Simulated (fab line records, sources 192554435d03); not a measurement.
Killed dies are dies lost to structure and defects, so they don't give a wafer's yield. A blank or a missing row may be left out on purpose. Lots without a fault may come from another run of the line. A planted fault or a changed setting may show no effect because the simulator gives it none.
fab line records | flow n5_finfet
record lots=7 wafers=39
route steps=1938 shown BEOL_M14@1762 PASSIVATION@1915
start_h: hours from the record's first day to the start of the lot's first wafer shown | wait_h: hours since the lot's step before | " the same as in the row above | L1.1+2: a row that stands for several wafers | - no value, or no start given | * or withheld: withheld | < > ~ a bound
route shown NAME@n: a module of which the file shows steps, and the number in the route of the first | usual: mean/standard deviation of fault-free wafers | same: alike in all rows | chamber/n: place in a boat | sites: the reading at each site | _std_site: their standard deviation | _edge_site: outer sites' mean less inner sites' | radius_mm: how far each site lies from the wafer's centre | mask NAME#n: copy n | behind: the tool/chamber that last shaped the wafer | hold: why the lot was held/for how many hours/how that ended | device: the transistor (n, p or np) that didn't switch | end of line: the same wafers' tests at the end of the route | a step without rows: its recipe alone | killed: dies lost to structure and defects at the first sort, not the wafer's yield | map: a wafer's dies, x killed, . not, _ none there
set.NAME: the setting as run; set.NAME@STEP: as run at that earlier step | model.NAME: the simulator's own value behind a step, which no gauge read
lots whose settings were changed on purpose; a table a step, a row a wafer
## steps
# step N5_BEOL_M14_SPUTTER_43
# recipe material=TaN target_thk_a=150 temp_c=50 bias_v=168.6 power_w=15000 chamber_pressure_pa=0.12 time_s=24.19
# columns lot.wafer tool chamber start_h wait_h set.time_s model.TaN_of_BEOL_M14_SPUTTER_43.thk_nm
L079.1 pvd_sputter-01 - 255.41 0.0 24.19 14.8
L079.2+4+6 " - " " 37.53 23.2
L079.3+5 " - " " 24.19 15
L080.1+6 pvd_sputter-01 - 340.15 0.0 24.19 15
L080.2 " - " " 34.08 21.4
L080.3+4 " - " " 34.08 21.2
L080.5 " - " " 24.19 15.2
L087.2 pvd_sputter-03 - 355.32 0.0 24.19 15.2
L087.3 " - " " 24.19 15
L087.5 " - " " 24.19 15.4
L089.1 pvd_sputter-03 - 355.96 0.0 24.19 14.6
L089.2+4 " - " " 24.19 15
L089.3+5 " - " " 18.62 11.4
L089.6 " - " " 18.62 11.6
L092.1+2 pvd_sputter-03 - 359.82 0.0 10.26 6.6
L092.3 " - " " 10.26 6.4
L092.4 " - " " 24.19 15
L092.5+6 " - " " 24.19 15.2
L096.1 pvd_sputter-03 - 394.76 0.0 17.14 10.6
L096.2+6 " - " " 24.19 15.2
L096.3 " - " " 24.19 14.6
L096.4 " - " " 17.14 10.4
L096.5 " - " " 17.14 10.2
L097.1+4+5 pvd_sputter-03 - 406.15 0.0 34.74 21.2
L097.2 " - " " 24.19 14.4
L097.3 " - " " 24.19 14.8
L097.6 " - " " 24.19 15
# step N5_BEOL_M14_SPUTTER_44
# recipe material=Ta target_thk_a=150 temp_c=50 bias_v=80 power_w=15000 chamber_pressure_pa=0.07 time_s=24.19
# step N5_BEOL_M14_SPUTTER_45
# recipe material=Cu target_thk_a=1000 temp_c=-20 bias_v=60 power_w=26000 chamber_pressure_pa=0.13 time_s=16.67
# step N5_BEOL_M14_ECD_47
# recipe material=Cu target_thk_a=12480
# step N5_BEOL_M14_ANNEAL_48
# recipe temp_c=225 time_s=90 ambient=N2
# step N5_BEOL_M14_CMP_49
# recipe stop_on=SiO2 t_overpolish_s=5.2 down_force_psi=2 platen_rpm=80 clearing_platen_down_force_psi=2 clearing_platen_rpm=80 post_cmp_clean=cu_alkaline target_thk_nm=560 clearing_platen_pad_velocity_m_s=1.5917 pad_velocity_m_s=1.5917
# usual barrier_field_endpoint_s=11.41/0.28
# columns lot.wafer tool chamber start_h wait_h set.time_s@BEOL_M14_SPUTTER_43 barrier_field_endpoint_s
L079.3 cmp-02 3 256.17 0.2 24.19 11.40
L079.2 " 0 " " 37.53 13.98
L079.4 " 1 " " 37.53 14.90
L079.1 " 2 " " 24.19 11.68
L079.6 " 3 " " 37.53 14.43
L079.5 " 0 " " 24.19 11.31
L080.1 cmp-02 3 340.95 0.3 24.19 11.70
L080.2 " 0 " " 34.08 14.30
L080.4 " 1 " " 34.08 14.11
L080.3 " 2 " " 34.08 14.36
L080.6 " 3 " " 24.19 11.93
L080.5 " 0 " " 24.19 11.47
L087.2 cmp-01 3 356.09 0.2 24.19 11.17
L087.3 " 1 " " 24.19 11.05
L087.5 " 3 " " 24.19 11.45
L089.2 cmp-01 3 356.85 0.2 24.19 11.21
L089.4 " 0 " " 24.19 11.17
L089.1 " 1 " " 24.19 10.95
L089.3 " 2 " " 18.62 9.85
L089.5 " 3 " " 18.62 9.80
L089.6 " 0 " " 18.62 10.23
L092.1 cmp-01 2 361.31 0.3 10.26 8.44
L092.2 " 3 " " 10.26 8.02
L092.4 " 0 " " 24.19 11.40
L092.3 " 1 " " 10.26 7.93
L092.5 " 2 " " 24.19 11.40
L092.6 " 3 " " 24.19 11.28
L096.3 cmp-01 0 395.52 0.2 24.19 11.30
L096.4 " 1 " " 17.14 9.32
L096.1 " 2 " " 17.14 9.60
L096.2 " 3 " " 24.19 10.97
L096.5 " 0 " " 17.14 9.66
L096.6 " 1 " " 24.19 10.98
L097.2 cmp-01 0 406.93 0.2 24.19 11.52
L097.3 " 1 " " 24.19 11.24
L097.1 " 2 " " 34.74 13.69
L097.4 " 3 " " 34.74 14.04
L097.6 " 0 " " 24.19 11.50
L097.5 " 1 " " 34.74 13.62
# step N5_PASSIVATION_PECVD_53
# recipe material=SiO2 target_thk_a=8000 temp_c=400 precursor=TEOS/O2 pressure_torr=6.5 rf_w=withheld teos_flow_sccm=withheld gas=O2 flow_sccm=2650 time_s=169.4
# columns lot.wafer tool chamber start_h wait_h set.time_s model.SiO2_of_PASSIVATION_PECVD_53.thk_nm
L079.1 pecvd-04 1 275.62 0.0 169.4 793
L079.2 " 0 " " 169.4 793.4
L079.3 " 2 " " 169.4 786.6
L079.4 " 2 " " 169.4 798.8
L079.5 " 1 " " 169.4 811
L079.6 " 0 " " 169.4 809.6
L080.1 pecvd-03 1 362.45 0.0 169.4 788.8
L080.2 " 2 " " 169.4 795.4
L080.3 " 0 " " 227.1 1063
L080.4 " 2 " " 169.4 814.2
L080.5 " 1 " " 227.1 1083
L080.6 " 0 " " 227.1 1067
L087.2 pecvd-04 2 374.00 0.0 169.4 777.2
L087.3 " 1 " " 169.4 791.6
L087.5 " 1 " " 169.4 811.8
L089.1 pecvd-02 2 383.95 0.0 169.4 785.8
L089.2 " 1 " " 169.4 796.4
L089.3 " 0 " " 169.4 805.4
L089.4 " 1 " " 169.4 810
L089.5 " 0 " " 169.4 813.4
L089.6 " 2 " " 169.4 800.8
L092.1 pecvd-02 1 395.44 0.0 169.4 804
L092.2 " 2 " " 204.2 953.2
L092.3 " 0 " " 169.4 802.6
L092.4 " 0 " " 169.4 820
L092.5 " 1 " " 204.2 978.2
L092.6 " 2 " " 204.2 970.4
L096.1 pecvd-03 2 415.18 0.0 169.4 794.8
L096.2 " 0 " " 169.4 790.4
L096.3 " 1 " " 169.4 805.4
L096.4 " 0 " " 169.4 796.4
L096.5 " 1 " " 169.4 810.2
L096.6 " 2 " " 169.4 812.8
L097.1+2 pecvd-04 2,0 428.48 0.0 169.4 785.4
L097.3 " 1 " " 74.19 349
L097.4 " 2 " " 169.4 785.2
L097.5 " 0 " " 74.19 343
L097.6 " 1 " " 74.19 359.6
## key
split step=N5_BEOL_M14_SPUTTER_43 setting=time_s stated=24.19 by=wafer
response step=N5_BEOL_M14_SPUTTER_43 reading=model.TaN_of_BEOL_M14_SPUTTER_43.thk_nm change=+0.15 per=1% r=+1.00
response step=N5_BEOL_M14_CMP_49 reading=barrier_field_endpoint_s change=+0.0557 per=1% r=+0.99
split step=N5_PASSIVATION_PECVD_53 setting=time_s stated=169.4 by=wafer
response step=N5_PASSIVATION_PECVD_53 reading=model.SiO2_of_PASSIVATION_PECVD_53.thk_nm change=+7.79 per=1% r=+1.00
